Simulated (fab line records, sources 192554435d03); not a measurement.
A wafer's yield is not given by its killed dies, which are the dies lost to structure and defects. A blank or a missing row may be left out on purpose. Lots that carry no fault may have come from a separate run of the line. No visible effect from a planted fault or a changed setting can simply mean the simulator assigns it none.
fab line records ; flow n5_finfet ; part 2 of 2: steps 9 to 9 of 9
[record] lots = 7; wafers = 21; last_day = 17
route steps=1938 shown BEOL_M4@1111 BEOL_M5@1183 BEOL_M6@1204 BEOL_M15@1830 PASSIVATION@1936
lots that met no fault: taken from a fault-free run of the same line
start_h: hours from the record's first day to the start of the lot's first wafer shown ; wait_h: hours since the lot's step before ; " same as the row above ; L1.1+2: one row covering several wafers at once ; - either no value or no given start ; * or withheld: withheld ; < > ~ a bound
route shown NAME@n: names a module that has steps shown in the file, with the first one's number in the route ; usual: mean/standard deviation taken from wafers without a fault ; same: alike in all rows ; chamber/n: place in a boat ; sites: per-site readings ; _std_site: the standard deviation of these ; _edge_site: mean of outer sites minus mean of inner sites ; radius_mm: for every site, how far away it sits from the centre of the wafer ; mask NAME#n: copy n ; behind: the last tool/chamber to shape the wafer ; hold: what put the lot on hold/how long, in hours/how the hold closed ; device: the n, p or np transistor that did not switch ; end of line: at the end of the route, the tests of the same wafers ; for a step that has no rows: nothing shown but its recipe ; killed: dies that structure and defects cost at the first sort, which is not the same as the wafer's yield ; map: shows each die of a wafer: x if killed, . if not, _ if none is there
set.NAME: the run value of the setting; set.NAME@STEP: its run value at that earlier step ; model.NAME: the simulator's own value behind a step, which no gauge read
one table for each step of the route and one row for each wafer, over a sample of lots
services: a tool's chamber out of use, with start hour (start_h, from the record's first day; less than 0 if before it), hours out, and reason
[[steps]]
[step N5_PASSIVATION_PROBE_49]
[usual] defect_limited_yield = 91.3/1.3; killed_at_M0_to_M3 = 35/13; killed_at_M4_up = 13/5.2; killed_at_contacts = 12/6.2; killed_at_front_end = 39/9.6; killed_at_other = 3.1/2.6; killed_dies = 102/16; killed_on_rim = 13/3.8; killed_open = 68/13; killed_short = 33/6.9; sort_bin_5_function = 5.1/0.87; sort_bin_6_memory = 3.3/0.67; sort_n_pass = 1078/16; sort_yield_pct = 91.3/1.3
[same] gross_dies = 1180; killed_at_back_side = 0; sort_bin_4_leakage[%] = 0; sort_bin_8_speed[%] = 0
lot.wafer;tool;chamber;start_h;wait_h;defect_limited_yield[%];killed_at_M0_to_M3;killed_at_M4_up;killed_at_contacts;killed_at_front_end;killed_at_other;killed_dies;killed_on_rim;killed_open;killed_short;sort_bin_5_function[%];sort_bin_6_memory[%];sort_n_pass;sort_yield_pct[%]
L856.1;prober-02;-;327.61;0.0;91.4;42;10;10;36;3;101;6;71;30;4.3;3.9;1079;91.4
L856.5;prober-02;-;327.81;0.2;87.8;58;15;12;53;6;144;23;115;28;7.9;4.3;1036;87.8
L856.6;prober-02;-;327.86;0.3;88.6;64;9;11;44;7;135;20;94;39;6.0;4.9;1045;88.6
L861.3;prober-01;-;335.65;0.1;93.4;31;4;11;22;10;78;12;50;28;3.4;2.7;1102;93.4
L861.4;prober-01;-;335.70;0.2;91.6;27;19;9;30;14;99;10;62;36;5.2;2.9;1081;91.6
L861.5;prober-01;-;335.75;0.2;90.4;39;13;17;39;5;113;19;84;29;5.5;3.6;1067;90.4
L869.2;prober-02;-;374.77;0.1;44.2;41;563;14;38;3;659;36;74;28;5.6;3.1;521;44.2
L869.3;prober-02;-;374.82;0.1;43.7;47;573;9;34;1;664;46;67;33;5.1;3.5;516;43.7
L869.4;prober-02;-;374.87;0.2;42.1;36;584;20;38;5;683;35;73;33;5.2;3.7;497;42.1
L870.4;prober-01;-;388.68;0.2;80.1;34;140;21;34;6;235;14;73;44;6.0;3.6;945;80.1
L870.5;prober-01;-;388.73;0.2;70.5;17;264;17;50;0;348;16;72;33;5.5;3.2;832;70.5
L870.6;prober-01;-;388.78;0.3;75.5;16;223;10;29;11;289;10;55;31;4.9;2.3;891;75.5
L871.1;prober-01;-;396.17;0.0;90.7;47;8;11;39;5;110;19;75;34;5.4;3.8;1070;90.7
L871.4;prober-01;-;396.32;0.2;93.0;16;3;13;51;0;83;10;54;28;4.8;1.9;1097;93.0
L871.5;prober-01;-;396.37;0.2;93.5;23;11;11;31;1;77;13;40;37;3.3;3.1;1103;93.5
L872.1;prober-02;-;396.49;0.0;89.7;56;17;6;38;4;121;15;81;39;5.4;4.4;1059;89.7
L872.2;prober-02;-;396.54;0.1;90.6;40;10;11;47;3;111;14;75;34;5.9;3.1;1069;90.6
L872.5;prober-02;-;396.69;0.2;90.8;49;8;10;41;1;109;13;60;45;4.9;3.8;1071;90.8
L873.2;prober-02;-;399.55;0.1;88.6;17;27;19;70;1;134;15;94;39;7.4;3.6;1046;88.6
L873.3;prober-02;-;399.60;0.1;91.6;25;26;11;36;1;99;15;61;37;4.7;3.4;1081;91.6
L873.4;prober-02;-;399.65;0.2;89.5;25;17;15;67;0;124;15;81;39;5.5;4.4;1056;89.5
// killed by level:class
L856.1 BEOL_M0_SAQP:geometric_particle:open=20 STI_FIN_REVEAL:geometric_particle:open=7 MOL_CONTACT_COAG:geometric_particle:open=7 FIN_SAQP:geometric_particle:open=6 BEOL_M1:geometric_particle:open=5 BEOL_M3:geometric_particle:open=5 FIN_SAQP:geometric_particle:short=4 DUMMY_GATE:geometric_particle:open=4
L856.5 STI_FIN_REVEAL:geometric_particle:open=21 BEOL_M2:geometric_particle:open=17 BEOL_M0_SAQP:geometric_particle:open=12 MOL_CONTACT_COAG:geometric_particle:open=11 BEOL_M0_SAQP:geometric_particle:short=9 DUMMY_GATE:geometric_particle:open=8 BEOL_M3:geometric_particle:open=8 FIN_SAQP:geometric_particle:open=5
L856.6 BEOL_M2:geometric_particle:open=14 FIN_SAQP:geometric_particle:open=13 BEOL_M0_SAQP:geometric_particle:open=13 MOL_CONTACT_COAG:geometric_particle:open=11 BEOL_M3:geometric_particle:open=9 STI_FIN_REVEAL:geometric_particle:open=8 BEOL_M0_SAQP:geometric_particle:short=8 BEOL_M1:geometric_particle:short=8
L861.3 BEOL_M1:geometric_particle:open=7 MOL_CONTACT_COAG:geometric_particle:open=7 BEOL_M0_SAQP:geometric_particle:open=6 BEOL_M3:geometric_particle:open=6 FIN_SAQP:geometric_particle:short=5 BEOL_M2:geometric_particle:open=5 DUMMY_GATE:geometric_particle:open=4 GATE_CUT:geometric_particle:short=4
L861.4 MOL_CONTACT_COAG:geometric_particle:open=8 BEOL_M3:geometric_particle:open=8 BEOL_M4:geometric_particle:open=8 GATE_CUT:geometric_particle:short=7 FIN_SAQP:geometric_particle:open=6 FIN_SAQP:geometric_particle:short=4 STI_FIN_REVEAL:geometric_particle:open=4 BEOL_M2:geometric_particle:open=4
L861.5 STI_FIN_REVEAL:geometric_particle:open=20 MOL_CONTACT_COAG:geometric_particle:open=17 BEOL_M0_SAQP:geometric_particle:short=11 BEOL_M0_SAQP:geometric_particle:open=9 BEOL_M4:geometric_particle:open=8 FIN_SAQP:geometric_particle:short=5 BEOL_M1:geometric_particle:open=5 BEOL_M2:geometric_particle:open=4
L869.2 BEOL_M6:area_expose=554 MOL_CONTACT_COAG:geometric_particle:open=12 FIN_SAQP:geometric_particle:open=10 BEOL_M2:geometric_particle:open=10 STI_FIN_REVEAL:geometric_particle:open=8 BEOL_M0_SAQP:geometric_particle:short=8 BEOL_M1:geometric_particle:open=8 DUMMY_GATE:geometric_particle:open=7
L869.3 BEOL_M6:area_expose=558 FIN_SAQP:geometric_particle:open=13 BEOL_M2:geometric_particle:open=8 BEOL_M0_SAQP:geometric_particle:short=8 MOL_CONTACT_COAG:geometric_particle:open=8 BEOL_M1:geometric_particle:open=8 BEOL_M3:geometric_particle:open=7 BEOL_M0_SAQP:geometric_particle:open=6
L869.4 BEOL_M6:area_expose=576 MOL_CONTACT_COAG:geometric_particle:open=16 STI_FIN_REVEAL:geometric_particle:open=10 BEOL_M0_SAQP:geometric_particle:open=8 BEOL_M3:geometric_particle:open=7 FIN_SAQP:geometric_particle:open=6 BEOL_M4:geometric_particle:open=6 BEOL_M1:geometric_particle:open=5
L870.4 BEOL_M6:area_expose=118 MOL_CONTACT_COAG:geometric_particle:open=14 BEOL_M4:geometric_particle:open=10 FIN_SAQP:geometric_particle:open=9 GATE_CUT:geometric_particle:short=7 MOL_CONTACT_COAG:geometric_particle:short=7 BEOL_M0_SAQP:geometric_particle:short=7 BEOL_M3:geometric_particle:open=7
L870.5 BEOL_M6:area_expose=243 MOL_CONTACT_COAG:geometric_particle:open=16 FIN_SAQP:geometric_particle:short=13 BEOL_M4:geometric_particle:open=10 FIN_SAQP:geometric_particle:open=8 ILD0:geometric_particle:open=6 GATE_CUT:geometric_particle:short=6 BEOL_M0_SAQP:geometric_particle:open=6
L870.6 BEOL_M6:area_expose=203 BEOL_M4:geometric_particle:open=10 STI_FIN_REVEAL:geometric_particle:open=6 MOL_CONTACT_COAG:geometric_particle:open=6 BEOL_M0_SAQP:geometric_particle:short=5 FIN_SAQP:geometric_particle:open=4 MOL_CONTACT_COAG:geometric_particle:short=4 GATE_CUT:geometric_particle:short=4
L871.1 FIN_SAQP:geometric_particle:open=16 BEOL_M3:geometric_particle:open=13 MOL_CONTACT_COAG:geometric_particle:open=8 BEOL_M0_SAQP:geometric_particle:open=8 BEOL_M0_SAQP:geometric_particle:short=7 BEOL_M2:geometric_particle:open=7 BEOL_M1:geometric_particle:open=6 FIN_SAQP:geometric_particle:short=5
L871.4 FIN_SAQP:geometric_particle:open=12 MOL_CONTACT_COAG:geometric_particle:open=10 DUMMY_GATE:geometric_particle:open=7 STI_FIN_REVEAL:geometric_particle:open=6 GATE_CUT:geometric_particle:short=6 BEOL_M0_SAQP:geometric_particle:open=6 BEOL_M0_SAQP:geometric_particle:short=5 STARTING-WAFER:geometric_particle:short=5
L871.5 BEOL_M0_SAQP:geometric_particle:short=9 STI_FIN_REVEAL:geometric_particle:open=6 GATE_CUT:geometric_particle:short=6 MOL_CONTACT_COAG:geometric_particle:open=6 MOL_CONTACT_COAG:geometric_particle:short=5 BEOL_M0_SAQP:geometric_particle:open=5 BEOL_M4:geometric_particle:open=4 FIN_SAQP:geometric_particle:open=3
L872.1 BEOL_M0_SAQP:geometric_particle:short=15 STI_FIN_REVEAL:geometric_particle:open=14 BEOL_M2:geometric_particle:open=13 BEOL_M0_SAQP:geometric_particle:open=11 BEOL_M4:geometric_particle:open=9 FIN_SAQP:geometric_particle:short=7 BEOL_M3:geometric_particle:open=6 FIN_SAQP:geometric_particle:open=5
L872.2 FIN_SAQP:geometric_particle:open=15 MOL_CONTACT_COAG:geometric_particle:open=9 BEOL_M0_SAQP:geometric_particle:open=9 BEOL_M2:geometric_particle:open=8 BEOL_M4:geometric_particle:open=6 FIN_SAQP:geometric_particle:short=5 GATE_CUT:geometric_particle:short=5 BEOL_M2:geometric_particle:short=5
L872.5 BEOL_M0_SAQP:geometric_particle:short=13 FIN_SAQP:geometric_particle:open=11 BEOL_M0_SAQP:geometric_particle:open=10 GATE_CUT:geometric_particle:short=7 MOL_CONTACT_COAG:geometric_particle:open=7 BEOL_M2:geometric_particle:open=6 BEOL_M0:geometric_particle:open=5 FIN_SAQP:geometric_particle:short=3
L873.2 STI_FIN_REVEAL:geometric_particle:open=20 FIN_SAQP:geometric_particle:open=18 BEOL_M4:geometric_particle:open=18 MOL_CONTACT_COAG:geometric_particle:open=14 FIN_SAQP:geometric_particle:short=13 BEOL_M2:geometric_particle:open=6 MOL_CONTACT_COAG:geometric_particle:short=5 BEOL_M4:geometric_particle:short=5
L873.3 BEOL_M4:geometric_particle:open=15 MOL_CONTACT_COAG:geometric_particle:open=9 GATE_CUT:geometric_particle:short=8 BEOL_M2:geometric_particle:open=7 BEOL_M0_SAQP:geometric_particle:short=6 FIN_SAQP:geometric_particle:open=5 STI_FIN_REVEAL:geometric_particle:open=5 STARTING-WAFER:geometric_particle:short=5
L873.4 STI_FIN_REVEAL:geometric_particle:open=15 MOL_CONTACT_COAG:geometric_particle:open=14 GATE_CUT:geometric_particle:open=12 FIN_SAQP:geometric_particle:short=11 GATE_CUT:geometric_particle:short=8 FIN_SAQP:geometric_particle:open=7 BEOL_M2:geometric_particle:open=7 BEOL_M4:geometric_particle:open=6
[[services]]
tool;chamber;start_h;hours;kind
rie_diel-02;-;215.16;4.3;pm
arfi_scanner-01;-;218.14;0.4;repair
rie_diel-02;2;225.53;14.6;repair
arfi_scanner-02;-;228.41;3.9;pm
arfi_scanner-03;-;231.56;1.5;pm
arfi_scanner-03;-;237.15;1.3;pm
arfi_scanner-01;0;250.21;-;calibration
arfi_scanner-03;-;252.54;3.1;pm
arfi_scanner-01;-;262.77;1.0;pm
rie_diel-04;1;288.71;11.0;repair
rie_diel-04;-;298.50;2.8;pm
arfi_scanner-01;-;299.73;1.0;pm
arfi_scanner-03;0;300.85;-;calibration
rie_diel-03;3;301.67;7.3;repair
[[key]]
[first_sign] step = N5_BEOL_M6_EXPOSE_08; reading = exposure_dose_mJ_cm2; direction = up; sigmas = 14; usual = 68.7; struck = 77.1
[effect] step = N5_BEOL_M6_CD_MEAS_11; reading = cd_nm; direction = up; sigmas = 14; usual = 38.5; struck = 44.7; through = control_loop
[effect] step = N5_BEOL_M6_CD_MEAS_18; reading = cd_nm; direction = up; sigmas = 13; usual = 40.0; struck = 46.1; through = control_loop
[effect] step = N5_BEOL_M15_RC_MEAS_101; reading = SERP_M6; direction = down; sigmas = 6.4; usual = 13.7; struck = 10.8
[effect] step = N5_PASSIVATION_PROBE_49; reading = killed_at_M4_up; direction = up; sigmas = 73; usual = 13; struck = 391
[more_kills_born_at] N5_BEOL_M6_EXPOSE_08@arfi_scanner-03 = 2252
met_at N5_BEOL_M6_EXPOSE_08
struck_lots L869,L870
[loop_trim] step = N5_BEOL_M6_EXPOSE_08; setting = dose; lots = L870
not_acting_at N5_BEOL_M5_SPUTTER_90,N5_BEOL_M5_THK_MEAS_53,N5_BEOL_M6_DESCUM_16
onset_between 250.91 285.65
[fault] kind = process_parameter_drift; tool = arfi_scanner-03; chamber = -; onset_h = 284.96; steps = N5_BEOL_M6_EXPOSE_08; channel = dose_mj; offset = 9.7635; shape = step; acts_in = these_recipes_only; stated = 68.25
// loop_trim: a control loop set the setting to another value than it would have without faults
